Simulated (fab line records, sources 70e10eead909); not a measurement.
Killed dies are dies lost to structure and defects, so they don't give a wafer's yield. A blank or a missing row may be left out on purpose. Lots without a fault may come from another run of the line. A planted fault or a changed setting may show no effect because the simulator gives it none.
Chamber matching | flow nand_harc | NHARC_A_STAIRCASE_CMP_472 on cmp-03: 4 sister chambers
The step polishes SiO2. 4 wafers are shown with their chamber, then 12 later ones without.

WAFERS WITH THEIR CHAMBER
wafer  | chamber | motor_current_A (A)
L092.5 | 3       | 13.7
L097.3 | 2       | 13.0
L097.4 | 0       | 11.4
L097.6 | 1       | 13.0

WAFERS WITHOUT THEIR CHAMBER
wafer  | motor_current_A (A)
L097.1 | 12.6
L097.2 | 13.9
L097.5 | 11.3
L096.2 | 12.7
L096.5 | 11.6
L096.6 | 12.6
L093.1 | 11.6
L093.2 | 13.7
L093.5 | 12.5
L095.1 | 11.2
L095.2 | 12.7
L095.6 | 13.7

WHICH CHAMBER EACH WENT THROUGH
wafer  | from the rows above     | in truth
L097.1 | can't be placed: 1 or 2 | 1
L097.2 | 3                       | 3
L097.5 | 0                       | 0
L096.2 | can't be placed: 1 or 2 | 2
L096.5 | 0                       | 0
L096.6 | can't be placed: 1 or 2 | 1
L093.1 | 0                       | 0
L093.2 | 3                       | 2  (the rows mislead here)
L093.5 | can't be placed: 1 or 2 | 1
L095.1 | 0                       | 0
L095.2 | can't be placed: 1 or 2 | 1
L095.6 | 3                       | 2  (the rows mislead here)
Placed correctly: 5 of 12. Can't be placed from these rows: 5 (the true chamber is among the candidates in 5). Placed wrongly: 2.
How it was worked out, from the rows above alone: a wafer's distance from a chamber is the root of the sum, over the readings, of the square of ((its reading less the chamber's mean) divided by the reading's scatter). The wafer belongs to the nearest chamber; if the next one is less than 2 further off, it can't be placed. A chamber's mean is the mean of its shown wafers. The scatter: with one shown wafer a chamber, the root of the mean of the squares of how far each hidden wafer lies from its nearest shown one.
